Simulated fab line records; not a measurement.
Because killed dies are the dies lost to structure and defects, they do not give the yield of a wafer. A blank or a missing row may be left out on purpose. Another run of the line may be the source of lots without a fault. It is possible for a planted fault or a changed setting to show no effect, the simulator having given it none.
A lot that was struck, set against a sound lot || flow n5Finfet || 16 out of 1938 route steps
Sound: the wafers L769.1, L769.3, L769.5. Struck: wafers L781.1, L781.4. (L781.5 of the same lot was not struck and is left out.) The cause comes at the end.
Each step with rows lists, per side, the tool, then ch with its chambers, then its first start. Under that, the readings that differ: sound wafers || struck wafers || difference of the means || sigmas: that difference in standard deviations of wafers without a fault.
alike: readings with means less than 2 such deviations apart, plus words and numbers identical on both sides. not compared: withheld readings, readings lacking a value on some wafer, bounds such as >300 that could conceal the same value, and numbers that have no deviation in the record and whose values overlap.
Wherever a step has rows on one side only, a row that says differs or no value, or a row with sigmas, the two part there. Non-overlapping numbers with no deviation appear without sigmas and do not part them. Lack of a reading on every wafer of one side parts them only where that side has two or more wafers.

N5_GATE_CUT_INSPECT_15: inspects for defects (brightfield).
  sound: defectInspect-02 at day 4 11:53; struck: defectInspect-02 at day 7 14:20
  alike: rawDefectCount
then, 2 steps without rows for these wafers: N5_GATE_CUT_DESCUM_18 (chemistry O2, time 7 s); N5_GATE_CUT_ETCH_28 (etches underlayer in N2/H2, target depth 13 nm, time 10.4 s).
N5_GATE_CUT_ETCH_36: etches SiARC in CF4, target depth 13 nm, time 21.7 s.
  sound on rieDiel-01 ch 0,1, day 4 11:59; struck on rieDiel-01 ch 1,2, day 7 14:25
  alike: cf4FlowSccm, drypumpMotorCurrentA, etchRfOnTimeS, oesProductAu, rfFwdPowerW, rfVppV, showerheadPlenumPTorr, throttleValvePct
  not compared: rfHoursCounterH
N5_GATE_CUT_ETCH_37: etches SOC in N2/H2, target depth 60 nm, overetch 12 nm, time 90 s.
  sound on rieDiel-01 ch 0,1, day 4 12:00; struck on rieDiel-01 ch 1,2, day 7 14:26
  alike: drypumpMotorCurrentA, oesProductAu, rfFwdPowerW, rfVppV, showerheadPlenumPTorr, throttleValvePct
  not compared: rfHoursCounterH
then, 3 steps without rows for these wafers: N5_GATE_CUT_STRIP_38 (strips in N2/H2); N5_GATE_CUT_STRIP_39 (strips in N2/H2); N5_GATE_CUT_HM_OPEN_40 (chemistry C4F6/O2, target SiO2, target depth 139 nm, time 85.1 s).
N5_GATE_CUT_STRIP_41: strips in CF4.
  sound on rieDiel-01 ch 0,1, day 4 12:09; struck on rieDiel-01 ch 1,2, day 7 14:35
  alike: cf4FlowSccm, drypumpMotorCurrentA, oesProductAu, rfFwdPowerW, rfVppV, showerheadPlenumPTorr, throttleValvePct
  not compared: rfHoursCounterH
N5_GATE_CUT_STRIP_42: strips in O2.
  sound on rieDiel-01 ch 0,1, day 4 12:10; struck on rieDiel-01 ch 1,2, day 7 14:37
  alike: drypumpMotorCurrentA, o2FlowSccm, oesProductAu, rfVppV, showerheadPlenumPTorr, throttleValvePct
  not compared: rfHoursCounterH
then, 2 steps without rows for these wafers: N5_GATE_CUT_ETCH_19 (etches SiNx in CH3F/O2, target depth 53.7 nm, time 76.7 s); N5_GATE_CUT_CUT_ETCH_53 (etches W in SF6/Cl2, target depth 79.2 nm).
N5_GATE_CUT_CUT_ETCH_54: etches TiN in Cl2/BCl3, target depth 96.7 nm.
  sound on rieMetal-01 ch 0, day 4 12:26; struck on rieMetal-01 ch 1, day 7 14:49
{"reading": "etchRfOnTimeS (s)", "sound": "36.3 36.5 36.7", "struck": "31.2 30.9", "difference": -5.5, "sigmas": -7}
{"reading": "oesProductAu (a.u.)", "sound": "0.88 0.87 0.87", "struck": "0.63 0.63", "difference": -0.24, "sigmas": -2}
{"reading": "rfFwdPowerW (W)", "sound": "987 987 985", "struck": "1212 1214", "difference": "+227", "sigmas": "+43"}
{"reading": "throttleValvePct (%)", "sound": "22.73 22.73 22.74", "struck": "22.08 22.09", "difference": -0.65, "sigmas": -2}
  alike: drypumpMotorCurrentA
  not compared: rfHoursCounterH
N5_GATE_CUT_CUT_ETCH_55: etches HfO2 in BCl3, target depth 3.2 nm.
  sound on rieMetal-01 ch 0, day 4 12:34; struck on rieMetal-01 ch 1, day 7 14:53
{"reading": "drypumpMotorCurrentA (A)", "sound": "4.8 4.9 4.9", "struck": "5.8 5.8", "difference": "+0.9", "sigmas": "+2"}
{"reading": "oesProductAu (a.u.)", "sound": "0.97 0.96 0.97", "struck": "0.62 0.62", "difference": -0.35, "sigmas": -3}
{"reading": "throttleValvePct (%)", "sound": "34.2 34.2 34.2", "struck": "32.4 32.4", "difference": -1.8, "sigmas": -3}
  alike: rfFwdPowerW
  not compared: rfHoursCounterH
-- a jump in the record: the struck wafers' starts before and after are 4 days apart (it breaks off in module GATE_CUT and resumes in module BEOL_M4, where the first step shown is number 1111 of the route) --
N5_BEOL_M4_RC_MEAS_101:
  sound on prober-02 ch 0, day 8 00:14; struck on prober-02 ch 0, day 11 03:11
  alike: DIBL_N, DIBL_P, IOFF_N, IOFF_P, ION_N, ION_P, SS_N, SS_P, VT_N, VT_P
-- here the record skips 4 days between the struck wafers' starts before and after, leaving off in module BEOL_M4 and picking up in module PASSIVATION (first step shown: number 1936 of the route) --
N5_PASSIVATION_PROBE_49:
  sound: prober-01 at day 12 15:29; struck: prober-01 at day 15 06:58
  alike: defectLimitedYield, killed_at_M0_to_M3, killed_at_M4_up, killedAtContacts, killedAtFrontEnd, killedAtOther, killedDies, killedOpen, killedShort, sort_bin_5_function, sort_bin_6_memory, sort_bin_8_speed, sortNPass, sortYieldPct

WHERE THEY PART
First at N5_GATE_CUT_CUT_ETCH_54; last, within this record, at N5_GATE_CUT_CUT_ETCH_55. Later steps at which nothing parts them and some readings are alike: N5_BEOL_M4_RC_MEAS_101, N5_PASSIVATION_PROBE_49.

WHY: what had been put in by the simulator
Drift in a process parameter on rieMetal-01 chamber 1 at N5_GATE_CUT_CUT_ETCH_54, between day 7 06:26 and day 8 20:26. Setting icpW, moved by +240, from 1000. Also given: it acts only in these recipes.
